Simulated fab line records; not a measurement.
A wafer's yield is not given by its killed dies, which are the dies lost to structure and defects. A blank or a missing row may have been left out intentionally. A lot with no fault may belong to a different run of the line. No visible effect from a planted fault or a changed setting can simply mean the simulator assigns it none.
Struck lot and sound lot, side by side ; flow n5Finfet ; 37 steps out of a route of 1938
Sound: these wafers, L443.2, L443.3, L443.6. Wafers struck: L441.2, L441.4, L441.6. At the end, the cause is stated.
Each step with rows lists, per side, the tool, then ch with its chambers, then its first start. Under that, the readings that differ: sound wafers ; struck wafers ; difference of the means ; sigmas: that difference in standard deviations of wafers without a fault.
alike: same words and numbers on both sides, and readings whose means sit less than 2 such deviations apart. not compared: any withheld reading, any reading some wafer has no value for, any bound like >300 that may hide the same value, and any number with overlapping values for which the record gives no deviation.
The two part at a step that has a row with sigmas, a row that says differs or no value, or rows on one side only. Non-overlapping numbers with no deviation appear without sigmas and do not part them. A reading that every wafer of one side lacks parts them only if that side has two wafers or more.

first, 9 steps without rows for these wafers: N5_BEOL_M2_ILD_DEP_00 (deposits SiOC from DEMS/O2, target thk 79 nm, time 15.3 s); N5_BEOL_M2_PECVD_72 (deposits SiO2 from TEOS/O2, target thk 16 nm, time 18 s); N5_BEOL_M2_HM_DEP_02 (deposits TiN, target thk 20 nm); N5_BEOL_M2_COAT_61 (time 60 s, resist thk 60 nm); N5_BEOL_M2_COAT_62 (time 60 s, resist thk 12 nm); N5_BEOL_M2_COAT_73 (time 60 s, resist thk 5 nm); N5_BEOL_M2_COAT_05 (resist thk 30 nm); N5_BEOL_M2_EBR_07; N5_BEOL_M2_SOFTBAKE_06 (time 60 s).
N5_BEOL_M2_EXPOSE_08: exposes mask M2.
  sound on euvScanner-02 ch 0, day 12 03:32; struck on euvScanner-01 ch 0, day 12 05:44
reading;sound;struck;difference;sigmas
exposureDoseMJCm2;41.09 41.11 41.16;38.61 38.60 38.64;-2.50;-11
  alike: mask
then, 2 steps without rows for these wafers: N5_BEOL_M2_PEB_09 (peb time 60 s); N5_BEOL_M2_DEVELOP_10 (develop time 30 s).
N5_BEOL_M2_CD_MEAS_11: target cd 16.79 nm.
  sound on cdSem-02 ch 0, day 12 03:40; struck on cdSem-02 ch 0, day 12 05:52
reading;sound;struck;difference;sigmas
cdNm (nm);16.47 16.77 16.28;14.78 15.47 14.95;-1.44;-5
then, 1 step without rows for these wafers: N5_BEOL_M2_DESCUM_16 (chemistry O2, time 7 s).
N5_BEOL_M2_ETCH_74: etches underlayer in N2/H2, target depth 6.5 nm, time 5.2 s.
  sound on rieDiel-06 ch 0,1,2, day 12 03:49; struck on rieDiel-05 ch 0,1,2, day 12 06:03
reading;sound;struck;difference;sigmas
model.BEOL_M2.cdOffsetNm (nm);0 0 0;-1.2 -1.4 -1.2;-1.3;
  alike: chamberPressureMTorr, drypumpMotorCurrentA, etchRfOnTimeS, h2FlowSccm, oesProductAu, rfVppV, showerheadPlenumPTorr, throttleValvePct
  not compared: rfHoursCounterH
then, 5 steps without rows for these wafers: N5_BEOL_M2_ETCH_63 (etches SiARC in CF4, target depth 15.6 nm, time 26 s); N5_BEOL_M2_ETCH_64 (etches SOC in N2/H2, target depth 75 nm, overetch 22.5 nm, time 121.9 s); N5_BEOL_M2_STRIP_65 (strips in N2/H2); N5_BEOL_M2_STRIP_75 (strips in N2/H2); N5_BEOL_M2_STRIP_66 (strips in CF4).
N5_BEOL_M2_HM_OPEN_17: chemistry Cl2/BCl3, target TiN, target depth 20 nm, overetch 6 nm.
  sound on rieMetal-02 ch 1, day 12 04:02; struck on rieMetal-01 ch 0,1, day 12 06:16
reading;sound;struck;difference;sigmas
drypumpMotorCurrentA (A);5.34 5.34 5.33;6.19 5.64 6.19;+0.67;+2
throttleValvePct (%);22.40 22.40 22.38;22.10 22.02 22.10;-0.32;-2
model.BEOL_M2.cdOffsetNm (nm);0.2 0 0;-1.2 -1.4 -1.4;-1.4;
  alike: chamberPressureMTorr, oesProductAu
  not compared: rfHoursCounterH
then, 1 step without rows for these wafers: N5_BEOL_M2_STRIP_19 (strips in O2).
N5_BEOL_M2_CD_MEAS_18: pitch 36 nm, target cd 18 nm.
  sound: cdSem-02 at day 12 04:13; struck: cdSem-02 at day 12 06:27
reading;sound;struck;difference;sigmas
cdNm (nm);18.3 17.6 17.8;16.5 16.5 16.7;-1.3;-4
then, 11 steps without rows for these wafers: N5_BEOL_M2_COAT_67 (time 60 s, resist thk 60 nm); N5_BEOL_M2_COAT_68 (time 60 s, resist thk 12 nm); N5_BEOL_M2_COAT_76 (time 60 s, resist thk 5 nm); N5_BEOL_M2_COAT_22 (resist thk 30 nm); N5_BEOL_M2_EBR_24; N5_BEOL_M2_SOFTBAKE_23 (time 60 s); N5_BEOL_M2_EXPOSE_25 (exposes mask V1, defocus 5 nm); N5_BEOL_M2_PEB_26 (peb time 60 s); N5_BEOL_M2_DEVELOP_27 (develop time 30 s); N5_BEOL_M2_DESCUM_33 (chemistry O2, time 7 s); N5_BEOL_M2_ETCH_77 (etches underlayer in N2/H2, target depth 6.5 nm, time 5.2 s).
N5_BEOL_M2_CD_MEAS_35: target cd 18 nm, target cd y 22.2 nm.
  sound: cdSem-01 at day 12 10:41; struck: cdSem-03 at day 12 11:17
reading;sound;struck;difference;sigmas
cdNm (nm);18.4 17.8 17.8;16.7 16.9 16.8;-1.2;-4
N5_BEOL_M4_RC_MEAS_101:
  the record has rows for the sound wafers here (prober-01 ch 0, day 13 21:08) and none for the struck ones
-- here the record skips 8 days between the struck wafers' starts before and after, leaving off in module BEOL_M4 and picking up in module PASSIVATION (first step shown: number 1936 of the route) --
N5_PASSIVATION_PROBE_49:
  record: rows for the struck wafers here (prober-01, day 20 12:19), none for the sound ones

WHERE THEY PART
At N5_BEOL_M2_EXPOSE_08 first; at N5_PASSIVATION_PROBE_49 last (within this record only).

WHY: the cause the simulator had injected
Process parameters drifting: euvScanner-01 at N5_BEOL_M2_EXPOSE_08, beginning at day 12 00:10. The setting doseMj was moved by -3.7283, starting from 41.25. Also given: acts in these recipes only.
